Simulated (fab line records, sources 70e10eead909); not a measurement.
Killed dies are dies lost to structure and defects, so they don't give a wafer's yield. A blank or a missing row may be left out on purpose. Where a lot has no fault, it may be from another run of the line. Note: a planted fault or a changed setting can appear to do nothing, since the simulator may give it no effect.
Chamber matching ; flow nandHarc ; NHARC_A_BLC_STRIP_21 on rieDiel-11 has 4 sister chambers
The step strips in O2. 8 wafers are shown with their chamber, then 7 later ones without.

## EACH WAFER AND ITS CHAMBER
wafer;chamber;showerheadPlenumPTorr (Torr);oesProductAu (a.u.)
L074.4;3;3.46;0.996
L084.1;3;3.45;0.991
L084.3;0;3.53;0.995
L087.3;2;3.54;1.014
L087.4;1;3.29;1.017
L087.5;0;3.53;0.972
L090.2;1;3.29;1.010
L090.3;2;3.53;1.000

## WAFERS MISSING THEIR CHAMBER
wafer;showerheadPlenumPTorr (Torr);oesProductAu (a.u.)
L090.4;3.53;0.982
L089.1;3.45;0.987
L089.2;3.29;1.008
L089.5;3.53;0.997
L093.3;3.44;0.981
L093.5;3.53;0.991
L093.6;3.29;1.011

## THE CHAMBER EACH PASSED THROUGH
wafer;from the rows above;in truth
L090.4;0;0
L089.1;3;3
L089.2;1;1
L089.5;can't be placed: 0 or 2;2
L093.3;3;3
L093.5;can't be placed: 0 or 2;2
L093.6;1;1
Placed correctly: 5 of 7. Unplaceable from these rows: 2, with the true chamber sitting among the candidates in 2. Wrongly placed: 0.
How it was worked out, from the rows above alone: a wafer's distance from a chamber is the root of the sum, over the readings, of the square of ((its reading less the chamber's mean) divided by the reading's scatter). If the next closest chamber is less than 2 further off than the closest, the wafer can't be placed; otherwise it belongs to the closest. The mean given for a chamber averages the wafers shown for that chamber. The scatter is the square root of a quotient: the sum, over the shown wafers, of each reading's squared deviation from its chamber's mean, divided by wafers minus chambers.
